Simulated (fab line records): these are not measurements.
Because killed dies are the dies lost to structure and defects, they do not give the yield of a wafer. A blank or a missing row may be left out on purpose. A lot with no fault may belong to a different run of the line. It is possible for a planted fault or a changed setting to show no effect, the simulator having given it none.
Problem report, 8D (eight disciplines) form, completed by code | flow n5-finfet | the parts of the form that need people (team, actions taken, sign-off) are left out

## 1. PROBLEM STATEMENT
Wafers without a fault read 99.99 sccm, standard deviation 0.29; cf4-flow-sccm at N5_BEOL_M4_ETCH_69 reads a mean of 70.23 sccm on 3 wafers belonging to 3 lots. That is -99 or more standard deviations from the usual mean.
The step: etches SiARC in CF4, target depth 15.6 nm, time 26 s.
The first sign was on wafer L969.5 at day 11 12:23, on rie-diel-06. The record has a number at this step for 27 wafers belonging to 9 lots. By rule, "out" or "out of limits" means more than 4 standard deviations away from the usual mean. Any other wafer with a number is counted as sound.

## 2. WHAT IT IS, WHAT IT ISN'T
question                    | is                                                          | is not
which readings at this step | cf4-flow-sccm, showerhead-plenum-p-Torr, throttle-valve-pct | drypump-motor-current-A, oes-product-au, rf-vpp-V
which lots                  | L969, L974, L975                                            | L958, L961, L964, L976, L977, L979
which wafers of those lots  | L969.5, L974.1, L975.4                                      | L969.3, L969.4, L974.2, L974.3, L975.2, L975.6
read on which tools         | rie-diel-06                                                 | rie-diel-05
when                        | from day 11 12:23                                           | up to then (11 sound wafers); but 13 sound wafers of L974, L975, L976, L977, L979 came after

## 3. THE SUSPECTS, EACH WITH WHAT RULES IT OUT
Counting: a tool at a process step up to the reading stays a suspect if it ran every lot that is out. Sound lots after the first of them don't rule it out here, since some wafers of a struck lot are sound.
- rie-diel-06 at N5_BEOL_M4_ETCH_69 (etches SiARC in CF4, target depth 15.6 nm, time 26 s): kept. It ran every lot that is out, first L969 (day 11 12:23); its last sound lot up to then is L964 (day 9 00:13). Its own readings are out on those wafers: cf4-flow-sccm, showerhead-plenum-p-Torr, throttle-valve-pct.
- In rie-diel-06 at N5_BEOL_M4_ETCH_69, the wafers that are out were processed in chamber 2 and their sound lot-mates in chambers 0, 1.
Left after counting: rie-diel-06 at N5_BEOL_M4_ETCH_69.

## 4. THE CAUSE (what the simulator had put in)
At N5_BEOL_M4_ETCH_69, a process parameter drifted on rie-diel-06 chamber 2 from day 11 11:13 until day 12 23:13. The setting cf4-flow-sccm was moved by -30, starting from 100. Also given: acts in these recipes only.
Counting left only this tool.

## 5. THE CHAIN OF EFFECTS, in route order
One row per reading whose mean, taken over the struck wafers that have a number, lies over 3 standard deviations from the usual. Readings are gone through only where the record gives a usual standard deviation; hours: the median, over the lots, of the time from a lot's start at the first step in this table giving one to that lot's start at this step; sigmas: the change measured in usual standard deviations.
hours | step               | reading                  | usual      | on struck wafers | change | sigmas
0     | N5_BEOL_M4_ETCH_69 | cf4-flow-sccm            | 99.99 sccm | 70.23            | -29.76 | -99 or more
0     | N5_BEOL_M4_ETCH_69 | showerhead-plenum-p-Torr | 2.11 Torr  | 1.85             | -0.26  | -4.1
0     | N5_BEOL_M4_ETCH_69 | throttle-valve-pct       | 15.59 %    | 14.04            | -1.55  | -6.8
It contains these process steps:
- N5_BEOL_M4_ETCH_69: etches SiARC in CF4, target depth 15.6 nm, time 26 s.
At these later measuring or inspecting steps, every struck wafer for which the step has a row has a number for every such reading, and none has moved that far: N5_BEOL_M4_RC_MEAS_101.

## 6. WHAT WOULD HAVE CAUGHT IT SOONER
In this record the first reading out of limits was taken at day 11 12:23, 1 hour after the fault began at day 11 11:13.
